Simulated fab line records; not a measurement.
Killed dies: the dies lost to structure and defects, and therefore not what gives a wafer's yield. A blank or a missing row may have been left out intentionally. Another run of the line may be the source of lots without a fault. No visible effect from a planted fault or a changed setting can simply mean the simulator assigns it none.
Matching of chambers :: flow n5Finfet :: rieDiel-06 running N5_BEOL_M12_ETCH_67: 4 sister chambers
The step etches SiARC in CF4, target depth 143 nm, time 238.3 s. 16 wafers are shown with their chamber, then 8 later ones without.

## EACH WAFER AND ITS CHAMBER
wafer: L075.3
chamber: 2
drypumpMotorCurrentA (A): 6.4
showerheadPlenumPTorr (Torr): 2.26
throttleValvePct (%): 15.44

wafer: L075.4
chamber: 0
drypumpMotorCurrentA (A): 4.8
showerheadPlenumPTorr (Torr): 2.08
throttleValvePct (%): 15.46

wafer: L075.6
chamber: 3
drypumpMotorCurrentA (A): 5.7
showerheadPlenumPTorr (Torr): 2.10
throttleValvePct (%): 15.17

wafer: L076.2
chamber: 2
drypumpMotorCurrentA (A): 6.4
showerheadPlenumPTorr (Torr): 2.26
throttleValvePct (%): 15.46

wafer: L076.3
chamber: 0
drypumpMotorCurrentA (A): 4.8
showerheadPlenumPTorr (Torr): 2.08
throttleValvePct (%): 15.46

wafer: L076.5
chamber: 1
drypumpMotorCurrentA (A): 5.6
showerheadPlenumPTorr (Torr): 2.18
throttleValvePct (%): 15.48

wafer: L079.1
chamber: 0
drypumpMotorCurrentA (A): 4.8
showerheadPlenumPTorr (Torr): 2.08
throttleValvePct (%): 15.45

wafer: L079.2
chamber: 2
drypumpMotorCurrentA (A): 6.4
showerheadPlenumPTorr (Torr): 2.26
throttleValvePct (%): 15.46

wafer: L079.5
chamber: 1
drypumpMotorCurrentA (A): 5.6
showerheadPlenumPTorr (Torr): 2.17
throttleValvePct (%): 15.47

wafer: L083.4
chamber: 1
drypumpMotorCurrentA (A): 5.5
showerheadPlenumPTorr (Torr): 2.17
throttleValvePct (%): 15.50

wafer: L083.5
chamber: 3
drypumpMotorCurrentA (A): 5.7
showerheadPlenumPTorr (Torr): 2.09
throttleValvePct (%): 15.22

wafer: L083.6
chamber: 2
drypumpMotorCurrentA (A): 6.4
showerheadPlenumPTorr (Torr): 2.26
throttleValvePct (%): 15.48

wafer: L085.4
chamber: 3
drypumpMotorCurrentA (A): 5.7
showerheadPlenumPTorr (Torr): 2.09
throttleValvePct (%): 15.21

wafer: L085.5
chamber: 2
drypumpMotorCurrentA (A): 6.4
showerheadPlenumPTorr (Torr): 2.26
throttleValvePct (%): 15.48

wafer: L085.6
chamber: 3
drypumpMotorCurrentA (A): 5.7
showerheadPlenumPTorr (Torr): 2.09
throttleValvePct (%): 15.22

wafer: L092.1
chamber: 3
drypumpMotorCurrentA (A): 5.7
showerheadPlenumPTorr (Torr): 2.08
throttleValvePct (%): 15.25

SIGNATURES (means of the wafers above)
reading: drypumpMotorCurrentA
chamber 0: 4.800
chamber 1: 5.567
chamber 2: 6.400
chamber 3: 5.700
scatter within a chamber: 0.0236

reading: showerheadPlenumPTorr
chamber 0: 2.0800
chamber 1: 2.1733
chamber 2: 2.2600
chamber 3: 2.0900
scatter within a chamber: 0.00471

reading: throttleValvePct
chamber 0: 15.4567
chamber 1: 15.4833
chamber 2: 15.4640
chamber 3: 15.2140
scatter within a chamber: 0.0204
Rule: for each reading, subtract the chamber's mean from the wafer's reading, divide by that reading's scatter and square the result; add these up over the readings and take the root, which gives the wafer's distance from the chamber. If the next closest chamber is less than 2 further off than the closest, the wafer can't be placed; otherwise it belongs to the closest. How the scatter is found: for the shown wafers, subtract from each reading the mean of its chamber, square and add these, divide the total by (wafers less chambers), then take the root.

## WAFERS WHOSE CHAMBER IS MISSING
wafer: L092.4
drypumpMotorCurrentA (A): 5.5
showerheadPlenumPTorr (Torr): 2.16
throttleValvePct (%): 15.53

wafer: L092.6
drypumpMotorCurrentA (A): 4.8
showerheadPlenumPTorr (Torr): 2.07
throttleValvePct (%): 15.50

wafer: L091.2
drypumpMotorCurrentA (A): 5.6
showerheadPlenumPTorr (Torr): 2.16
throttleValvePct (%): 15.54

wafer: L091.4
drypumpMotorCurrentA (A): 5.6
showerheadPlenumPTorr (Torr): 2.08
throttleValvePct (%): 15.25

wafer: L091.5
drypumpMotorCurrentA (A): 5.5
showerheadPlenumPTorr (Torr): 2.16
throttleValvePct (%): 15.52

wafer: L095.1
drypumpMotorCurrentA (A): 4.8
showerheadPlenumPTorr (Torr): 2.06
throttleValvePct (%): 15.52

wafer: L095.3
drypumpMotorCurrentA (A): 6.4
showerheadPlenumPTorr (Torr): 2.25
throttleValvePct (%): 15.54

wafer: L095.5
drypumpMotorCurrentA (A): 5.5
showerheadPlenumPTorr (Torr): 2.16
throttleValvePct (%): 15.55

## THE CHAMBER EACH PASSED THROUGH
wafer: L092.4
from the rows above: 1
in truth: 1

wafer: L092.6
from the rows above: 0
in truth: 0

wafer: L091.2
from the rows above: 1
in truth: 1

wafer: L091.4
from the rows above: 3
in truth: 3

wafer: L091.5
from the rows above: 1
in truth: 1

wafer: L095.1
from the rows above: 0
in truth: 0

wafer: L095.3
from the rows above: 2
in truth: 2

wafer: L095.5
from the rows above: 1
in truth: 1
Placed correctly: 8 of 8. Number that these rows cannot place: 0. Placed wrongly: 0.
